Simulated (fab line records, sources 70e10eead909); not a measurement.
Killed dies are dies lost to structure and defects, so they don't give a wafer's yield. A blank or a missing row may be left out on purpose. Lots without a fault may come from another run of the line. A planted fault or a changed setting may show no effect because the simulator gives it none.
Which tool did it? | flow nand_harc | 12 lots, 36 wafers sampled, at 6 steps of a route of 1302

WHAT THE GAUGES READ, wafer by wafer
NHARC_P_BONDPAD_THK_MEAS_33: measures by ellipsometry.
lot  | measured     | on            | thk_nm (nm)
L075 | day 7 05:02  | film_metro-01 | 199.1 198.2 198.3
L077 | day 7 15:30  | film_metro-02 | 202.9 199.7 200.7
L079 | day 8 23:20  | film_metro-02 | 199.9 199.1 198.6
L081 | day 9 17:53  | film_metro-01 | 200.8 201.2 199.3
L083 | day 10 06:29 | film_metro-02 | 199.6 202.0 201.5
L085 | day 11 05:53 | film_metro-02 | 201.2 203.5 200.8
L089 | day 12 12:47 | film_metro-02 | 200.0 200.1 200.8
L088 | day 12 14:03 | film_metro-01 | 201.0 200.2 200.5
L091 | day 13 12:02 | film_metro-01 | 200.3 200.4 201.0
L093 | day 14 11:11 | film_metro-02 | 198.9 198.3 198.9
L094 | day 14 22:53 | film_metro-02 | 200.3 200.0 198.6
L097 | day 16 02:18 | film_metro-01 | 202.1 201.7 201.0

WHICH TOOL RAN EACH LOT (tool, then ch and the chambers of the sampled wafers, then the start)
lot  | NHARC_P_M1_DESCUM_14               | NHARC_P_M1_PRE_CLEAN_30                 | NHARC_P_M1_CMP_23             | NHARC_P_M2_PRE_CLEAN_30                 | NHARC_P_BONDPAD_DEP_00
L075 | rie_diel-01 ch 1,2,3, day 6 20:50  | pvd_sputter-01, day 6 22:59 or earlier  | cmp-02 ch 0,1,2, day 6 22:59  | pvd_sputter-03, day 7 04:22 or earlier  | pecvd-02 ch 0,1,2, day 7 04:22
L077 | rie_diel-01 ch 1,3, day 7 06:43    | pvd_sputter-01, day 7 08:08             | cmp-01 ch 0,1,3, day 7 09:20  | pvd_sputter-01, day 7 12:35             | pecvd-04 ch 0,1, day 7 14:50
L079 | rie_diel-01 ch 0,3, day 8 15:23    | pvd_sputter-01, day 8 17:31 or earlier  | cmp-02 ch 0,1,2, day 8 17:31  | pvd_sputter-03, day 8 22:47 or earlier  | pecvd-02 ch 0,1,2, day 8 22:47
L081 | rie_diel-03 ch 2,3, day 9 09:49    | pvd_sputter-01, day 9 12:04 or earlier  | cmp-02 ch 1,2,3, day 9 12:04  | pvd_sputter-03, day 9 17:53 or earlier  | pecvd-03 ch 1,2, day 9 17:53 or earlier
L083 | rie_diel-03 ch 2,3, day 9 22:25    | pvd_sputter-02, day 10 00:35 or earlier | cmp-02 ch 0,3, day 10 00:35   | pvd_sputter-03, day 10 05:52 or earlier | pecvd-03 ch 0,2, day 10 05:52
L085 | rie_diel-03 ch 1,2, day 10 21:18   | pvd_sputter-03, day 10 23:41 or earlier | cmp-01 ch 1,2, day 10 23:41   | pvd_sputter-02, day 11 05:53 or earlier | pecvd-03 ch 0,1, day 11 05:53 or earlier
L089 | rie_diel-03 ch 1,2, day 12 04:23   | pvd_sputter-01, day 12 06:52 or earlier | cmp-04 ch 0,2,3, day 12 06:52 | pvd_sputter-03, day 12 12:47 or earlier | pecvd-03 ch 0,2, day 12 12:47 or earlier
L088 | rie_diel-01 ch 1,2, day 12 05:59   | pvd_sputter-01, day 12 08:07 or earlier | cmp-01 ch 2,3, day 12 08:07   | pvd_sputter-03, day 12 13:26 or earlier | pecvd-02 ch 0,1, day 12 13:26
L091 | rie_diel-03 ch 0,1,3, day 13 04:11 | pvd_sputter-03, day 13 06:19 or earlier | cmp-02 ch 1,2, day 13 06:19   | pvd_sputter-01, day 13 11:23 or earlier | pecvd-04 ch 0,1,2, day 13 11:23
L093 | rie_diel-05 ch 0,2,3, day 14 03:12 | pvd_sputter-01, day 14 05:20 or earlier | cmp-04 ch 0,1,3, day 14 05:20 | pvd_sputter-03, day 14 10:32 or earlier | pecvd-02 ch 0,1,2, day 14 10:32
L094 | rie_diel-05 ch 0,1,2, day 14 14:52 | pvd_sputter-02, day 14 17:01 or earlier | cmp-04 ch 0,2,3, day 14 17:01 | pvd_sputter-03, day 14 22:14 or earlier | pecvd-03 ch 1,2, day 14 22:14
L097 | rie_diel-03 ch 0,1,2, day 15 17:05 | pvd_sputter-02, day 15 19:23 or earlier | cmp-04 ch 0,2, day 15 19:23   | pvd_sputter-03, day 16 01:41 or earlier | pecvd-02 ch 0,1,2, day 16 01:41
- NHARC_P_M1_DESCUM_14: chemistry O2, time 3 s.
- NHARC_P_M1_PRE_CLEAN_30: time 30 s.
- NHARC_P_M1_CMP_23: polishes, t overpolish 20 s, target thk 157.82 nm.
- NHARC_P_M2_PRE_CLEAN_30: time 30 s.
- NHARC_P_BONDPAD_DEP_00: deposits SiCN, target thk 250 nm.

THE ANSWER, worked out from the rows above alone
Rule: what is usual is taken from the lots themselves. Put in order of their means at a reading, lots are off if they are a third of the lots or fewer, leave a main group of 4 or more, and stand apart from it by a gap of 3 or more times the standard deviation of the main group's means; of several such gaps the widest counts. A main group whose means are all the same, to the digits that the tables above print for the reading, isn't used. A lot without any number at a reading at which 4 lots or more have one is off too. The other lots that the step has rows for count as sound.
No lot is off at any reading shown: from this, nothing can be told.

WHAT THE SIMULATOR HAD PUT IN
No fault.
